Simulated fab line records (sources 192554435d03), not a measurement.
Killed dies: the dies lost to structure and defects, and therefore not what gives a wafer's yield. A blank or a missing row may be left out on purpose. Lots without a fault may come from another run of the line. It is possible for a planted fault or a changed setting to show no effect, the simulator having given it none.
Matching of chambers + flow n5Finfet + N5_BEOL_M9_CURE_72 on uvCure-01: 3 sister chambers
The step cures SiCOH lowk, time 120 s. 3 wafers are shown with their chamber, then 11 later ones without.

WAFERS WITH THEIR CHAMBER
| wafer  | chamber | wafer_temp_C_max |
|--------|---------|------------------|
| L088.6 | 2       | 371.8            |
| L084.6 | 1       | 372.3            |
| L087.1 | 0       | 371.1            |

WAFERS WHOSE CHAMBER IS MISSING
| wafer  | wafer_temp_C_max |
|--------|------------------|
| L087.2 | 371.1            |
| L087.6 | 370.7            |
| L091.1 | 372.2            |
| L091.3 | 372.1            |
| L091.4 | 372.0            |
| L094.4 | 370.7            |
| L094.5 | 370.9            |
| L094.6 | 371.2            |
| L095.2 | 371.7            |
| L095.4 | 371.4            |
| L095.5 | 371.9            |

CHAMBER TAKEN BY EACH
| wafer  | from the rows above     | in truth |
|--------|-------------------------|----------|
| L087.2 | 0                       | 0        |
| L087.6 | 0                       | 0        |
| L091.1 | can't be placed: 1 or 2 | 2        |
| L091.3 | can't be placed: 1 or 2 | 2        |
| L091.4 | can't be placed: 2 or 1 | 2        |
| L094.4 | 0                       | 0        |
| L094.5 | 0                       | 0        |
| L094.6 | 0                       | 0        |
| L095.2 | 2                       | 2        |
| L095.4 | can't be placed: 0 or 2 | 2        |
| L095.5 | can't be placed: 2 or 1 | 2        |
6 of 11 placed correctly. From these rows, 5 cannot be placed; in 5 the true chamber is one of the candidates. Wrongly placed: 0.
How it was worked out, from the rows above alone: a wafer's distance from a chamber is the root of the sum, over the readings, of the square of ((its reading less the chamber's mean) divided by the reading's scatter). The wafer belongs to the nearest chamber; if the next one is less than 2 further off, it can't be placed. Each chamber's mean is taken over the wafers shown for it. The scatter: with one shown wafer a chamber, the root of the mean of the squares of how far each hidden wafer lies from its nearest shown one.
